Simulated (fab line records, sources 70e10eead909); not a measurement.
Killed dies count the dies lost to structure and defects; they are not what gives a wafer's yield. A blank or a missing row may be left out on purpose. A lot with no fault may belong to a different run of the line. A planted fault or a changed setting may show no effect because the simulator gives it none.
fab line records    flow nand_harc
record: lots: 6  wafers: 18  last_day: 33
route steps=1302 shown P_M1@305 P_M2@318
lots with no fault: from the same line, run without faults
start_h: hours from the record's opening day to when the first of the lot's shown wafers began    wait_h: hours from the lot's prior step to this one    " as in the row above    L1.1+2: a single row standing in for several wafers    - no value, or no start was given    * or withheld: withheld    < > ~ a bound
route shown NAME@n: NAME is a module with steps in the file, n the number in the route of the first one    usual: mean/standard deviation of fault-free wafers    same: alike in all rows    chamber/n: place in a boat    sites: each site's reading    _std_site: the values' standard deviation    _edge_site: mean of outer sites minus mean of inner sites    radius_mm: for every site, how far away it sits from the centre of the wafer    mask NAME#n: copy n    behind: the last tool/chamber to shape the wafer    hold: cause of the lot's hold/its duration in hours/its outcome    device: names the non-switching transistor (n, p or np)    end of line: tests run on the same wafers once the route is complete    for a step that has no rows: nothing shown but its recipe    killed: the dies lost at the first sort to structure and to defects; this is not the yield of the wafer    map: dies across one wafer; x = killed, . = not, _ = none there
set.NAME: the setting that was run; set.NAME@STEP: the one run at that earlier step    model.NAME: the simulator's own value behind a step, which no gauge read
lots seen at some steps along the route; tables by step, rows by wafer
services: a tool's chamber out of use, with start hour (start_h, from the record's first day; less than 0 if before it), hours out, and reason
== steps ==
step: NHARC_P_M1_DEGAS_29
recipe: temp_c: 250  time_s: 60
step: NHARC_P_M1_PRE_CLEAN_30
recipe: time_s: 30  temp_c: 280  gas: H2/He
usual: heater_power_w: 410/51
lot.wafer  tool            chamber  start_h  wait_h  heater_power_w
L858.4     pvd_sputter-01  -        -        -       380
L858.5     "               -        "        "       443
L858.6     "               -        "        "       377
L861.2     pvd_sputter-03  -        -        -       379
L861.5     "               -        "        "       376
L861.6     "               -        "        "       417
L867.3     pvd_sputter-02  -        -        -       362
L867.2     "               -        "        "       526
L867.5     "               -        "        "       382
L868.2     pvd_sputter-03  -        -        -       396
L868.1     "               -        "        "       453
L868.5     "               -        "        "       397
L874.3     pvd_sputter-01  -        -        -       366
L874.1     "               -        "        "       451
L874.6     "               -        "        "       390
L879.4     pvd_sputter-02  -        -        -       514
L879.2     "               -        "        "       382
L879.6     "               -        "        "       366
step: NHARC_P_M1_PVD_20
recipe: target_thk_a: 50  bias_v: 168.6  power_w: 15000  chamber_pressure_pa: 0.12  time_s: 8.06  substrate_temp_c: 50  material: TaN
step: NHARC_P_M1_PVD_21
recipe: target_thk_a: 300  chamber_pressure_pa: 5  power_w: 5000  substrate_temp_c: 30  time_s: 20.49  material: Cu
usual: chamber_pressure_pa: 5.000/0.0091  throttle_valve_pct: 30.2/0.73
lot.wafer  tool            chamber  start_h  wait_h  chamber_pressure_pa  throttle_valve_pct
L858.4     pvd_sputter-01  -        -        -       4.992                30.9
L858.6     "               -        "        "       5.012                30.6
L858.5     "               -        "        "       4.976                29.5
L861.2     pvd_sputter-03  -        -        -       4.990                28.6
L861.6     "               -        "        "       4.998                30.7
L861.5     "               -        "        "       5.012                28.6
L867.3     pvd_sputter-02  -        -        -       4.996                30.4
L867.2     "               -        "        "       4.999                30.4
L867.5     "               -        "        "       5.005                31.1
L868.1     pvd_sputter-03  -        -        -       4.989                29.3
L868.2     "               -        "        "       5.009                30.2
L868.5     "               -        "        "       4.994                30.2
L874.3     pvd_sputter-01  -        -        -       4.996                30.4
L874.1     "               -        "        "       4.996                29.7
L874.6     "               -        "        "       5.005                29.2
L879.2     pvd_sputter-02  -        -        -       4.999                30.2
L879.4     "               -        "        "       4.994                30.8
L879.6     "               -        "        "       5.000                30.3
step: NHARC_P_M1_ECD_22
recipe: target_thk_a: 4000  bath_temp_c: 25  material: Cu
step: NHARC_P_M1_ANNEAL_31
recipe: temp_c: 225  time_s: 90
usual: wafer_temp_C_max: 225.96/0.26
lot.wafer  tool           chamber  start_h  wait_h  wafer_temp_C_max
L858.4     rtp_anneal-02  0        149.26   -       225.95
L858.5     "              0        "        "       225.82
L858.6     "              0        "        "       226.01
L861.2     rtp_anneal-01  0        175.47   0.3     225.81
L861.5     "              0        "        "       226.01
L861.6     "              0        "        "       226.06
L867.2     rtp_anneal-01  0        246.72   -       226.01
L867.3     "              0        "        "       226.12
L867.5     "              0        "        "       226.27
L868.1     rtp_anneal-01  0        250.40   -       226.61
L868.2     "              0        "        "       226.19
L868.5     "              0        "        "       226.40
L874.1     rtp_anneal-02  0        303.25   0.3     225.81
L874.3     "              0        "        "       225.71
L874.6     "              0        "        "       225.60
L879.2     rtp_anneal-01  0        357.01   -       225.83
L879.4     "              0        "        "       226.02
L879.6     "              0        "        "       226.22
step: NHARC_P_M1_CMP_23
recipe: t_overpolish_s: 20  target_thk_nm: 157.82
usual: motor_current_A: 12.6/0.66  slurry_flow_ml_min: 150.0/0.42  time_to_endpoint_s: 28.9/2.6
lot.wafer  tool    chamber  start_h  wait_h  motor_current_A  slurry_flow_ml_min  time_to_endpoint_s
L858.4     cmp-04  3        149.46   -       13.1             149.5               24.6
L858.6     "       3        "        "       13.9             149.0               27.2
L858.5     "       0        "        "       12.4             150.7               27.5
L861.2     cmp-02  1        175.82   -       12.4             150.3               26.4
L861.5     "       3        "        "       14.1             149.9               27.9
L861.6     "       0        "        "       12.0             150.5               28.8
L867.3     cmp-03  2        247.07   -       12.8             150.2               30.8
L867.2     "       3        "        "       11.6             149.9               32.6
L867.5     "       1        "        "       11.4             149.8               31.8
L868.2     cmp-04  3        250.75   -       13.4             149.7               31.2
L868.1     "       2        "        "       12.4             149.4               30.8
L868.5     "       3        "        "       13.2             149.7               28.7
L874.1     cmp-04  1        303.65   -       12.5             150.1               31.7
L874.3     "       2        "        "       12.2             150.0               31.9
L874.6     "       0        "        "       12.4             149.8               31.8
L879.4     cmp-02  2        357.31   -       12.6             150.9               29.1
L879.2     "       0        "        "       11.9             149.5               27.9
L879.6     "       3        "        "       13.6             149.7               29.2
step: NHARC_P_M1_THK_MEAS_24
recipe: thk_meas_gauge: xrf
usual: thk_nm: 157.9/1.7
lot.wafer  tool           chamber  start_h  wait_h  thk_nm
L858.4     film_metro-01  -        149.77   -       156.2
L858.5     "              -        "        "       155.5
L858.6     "              -        "        "       156.4
L861.2     film_metro-02  -        176.08   -       158.9
L861.5     "              -        "        "       160.9
L861.6     "              -        "        "       159.4
L867.2     film_metro-01  -        247.33   -       158.0
L867.3     "              -        "        "       159.1
L867.5     "              -        "        "       160.3
L868.1     film_metro-01  -        251.06   -       157.3
L868.2     "              -        "        "       159.9
L868.5     "              -        "        "       160.0
L874.1     film_metro-01  -        303.91   -       158.6
L874.3     "              -        "        "       157.9
L874.6     "              -        "        "       160.1
L879.2     film_metro-02  -        357.62   -       159.3
L879.4     "              -        "        "       159.4
L879.6     "              -        "        "       161.1
step: NHARC_P_M1_SRD_25
step: NHARC_P_M1_INSPECT_27
usual: raw_defect_count: 311/130
lot.wafer  tool               chamber  start_h  wait_h  raw_defect_count
L858.4     defect_inspect-01  -        149.93   0.0     299
L858.5     "                  -        "        "       363
L858.6     "                  -        "        "       335
L861.2     defect_inspect-02  -        176.24   0.0     399
L861.5     "                  -        "        "       268
L861.6     "                  -        "        "       323
L867.2     defect_inspect-01  -        247.49   0.0     196
L867.3     "                  -        "        "       147
L867.5     "                  -        "        "       223
L868.1     defect_inspect-01  -        251.21   0.0     220
L868.2     "                  -        "        "       302
L868.5     "                  -        "        "       236
L874.1     defect_inspect-01  -        304.07   0.0     277
L874.3     "                  -        "        "       685
L874.6     "                  -        "        "       394
L879.2     defect_inspect-01  -        357.78   0.0     188
L879.4     "                  -        "        "       223
L879.6     "                  -        "        "       243
step: NHARC_P_M1_PRE_CLEAN_32
recipe: time_s: 12  temp_c: 370  rf_power_w: 300  gas: NH3
usual: heater_power_w: 619/89
lot.wafer  tool      chamber  start_h  wait_h  heater_power_w  since_wet_clean_h
L858.5     pecvd-03  0        150.03   0.1     491             -
L858.4     "         1        "        "       660             -
L858.6     "         2        "        "       469             -
L861.2     pecvd-04  2        176.33   0.1     752             75
L861.5     "         1        "        "       705             -
L861.6     "         2        "        "       763             -
L867.3     pecvd-03  1        247.57   0.1     588             50
L867.2     "         2        "        "       486             50
L867.5     "         1        "        "       571             -
L868.1     pecvd-01  0        251.30   0.1     571             108
L868.2     "         1        "        "       778             108
L868.5     "         2        "        "       619             -
L874.1     pecvd-03  0        304.15   0.1     566             106
L874.3     "         1        "        "       693             106
L874.6     "         0        "        "       550             -
L879.2     pecvd-04  2        357.85   0.1     676             76
L879.4     "         0        "        "       629             -
L879.6     "         1        "        "       683             -
step: NHARC_P_M1_DEP_33
recipe: target_thk_a: 300  temp_c: 370  target_thk_nm: 30  pressure_torr: 3  flow_sccm: 200  rf_w: 450  material: SiCN
usual: chamber_pressure_Torr: 3.000/0.0062  heater_power_outer_w: 318/56  heater_power_w: 568/93
lot.wafer  tool      chamber  start_h  wait_h  chamber_pressure_Torr  heater_power_outer_w  heater_power_w  since_wet_clean_h
L858.5     pecvd-03  0        150.20   0.2     3.005                  300                   531             -
L858.4     "         1        "        "       3.010                  334                   585             -
L858.6     "         2        "        "       2.999                  247                   449             -
L861.2     pecvd-04  2        176.47   0.1     2.997                  357                   646             75
L861.5     "         1        "        "       3.003                  377                   699             -
L861.6     "         2        "        "       2.985                  353                   645             -
L867.3     pecvd-03  1        247.68   0.1     -                      -                     -               -
L867.2     "         2        "        "       -                      -                     -               -
L867.5     "         1        "        "       -                      -                     -               -
L868.1     pecvd-01  0        251.40   0.1     -                      -                     -               -
L868.2     "         1        "        "       -                      -                     -               -
L868.5     "         2        "        "       -                      -                     -               -
L874.1     pecvd-03  0        304.26   0.1     2.999                  302                   531             106
L874.3     "         1        "        "       3.001                  282                   514             106
L874.6     "         0        "        "       2.991                  302                   542             -
L879.2     pecvd-04  2        357.93   0.1     2.988                  399                   701             76
L879.4     "         0        "        "       2.995                  266                   475             -
L879.6     "         1        "        "       2.997                  375                   661             -
step: NHARC_P_M2_DEP_00
recipe: target_thk_a: 1825  target_thk_nm: 182.5  temp_c: withheld  pressure_torr: 5  flow_sccm: 200  rf_w: 600  material: SiOC
== services ==
tool            chamber  start_h  hours  kind
pecvd-01        -        130.21   13.0   pm
cmp-03          -        132.54   1.0    repair
cmp-02          -        134.50   4.0    pm
pvd_sputter-02  -        167.47   2.3    repair
pecvd-03        -        185.00   13.0   pm
pvd_sputter-03  -        205.36   10.0   pm
cmp-04          -        209.09   4.0    pm
pvd_sputter-01  -        226.00   10.0   pm
cmp-02          -        231.31   0.6    repair
cmp-02          -        232.50   4.0    pm
pvd_sputter-03  -        235.59   1.8    repair
pecvd-03        0        237.07   6.9    repair
pecvd-04        -        245.04   1.2    repair
pecvd-01        -        266.43   0.6    repair
pecvd-04        -        269.34   13.0   pm
pvd_sputter-02  -        282.00   10.0   pm
cmp-04          -        307.14   4.0    pm
pecvd-01        -        311.21   13.0   pm
cmp-02          -        314.67   2.2    repair
cmp-04          -        314.97   0.3    repair
cmp-02          -        317.05   0.9    repair
pvd_sputter-03  -        320.54   1.9    repair
cmp-02          -        330.50   4.0    pm
cmp-04          -        355.34   1.2    repair
== key ==
first_sign: step: NHARC_P_M1_DEP_33  reading: tool_record  direction: missing
effect none on later readings
met_at NHARC_P_M1_DEP_33
struck_wafers L867.2,L867.3,L867.5,L868.1,L868.2,L868.5
sort_left_out L867.2,L867.3,L867.5,L868.1,L868.2,L868.5
onset_between 150.20 247.68
fault: kind: skipped_step_whole  tool: pecvd-01,pecvd-03  chamber: -  onset_h: 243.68  steps: NHARC_P_M1_DEP_33  scope: struck_lots_only
sort_left_out: the simulated sort isn't trusted on such a fault, so these wafers' sort isn't shown, and their yield isn't known
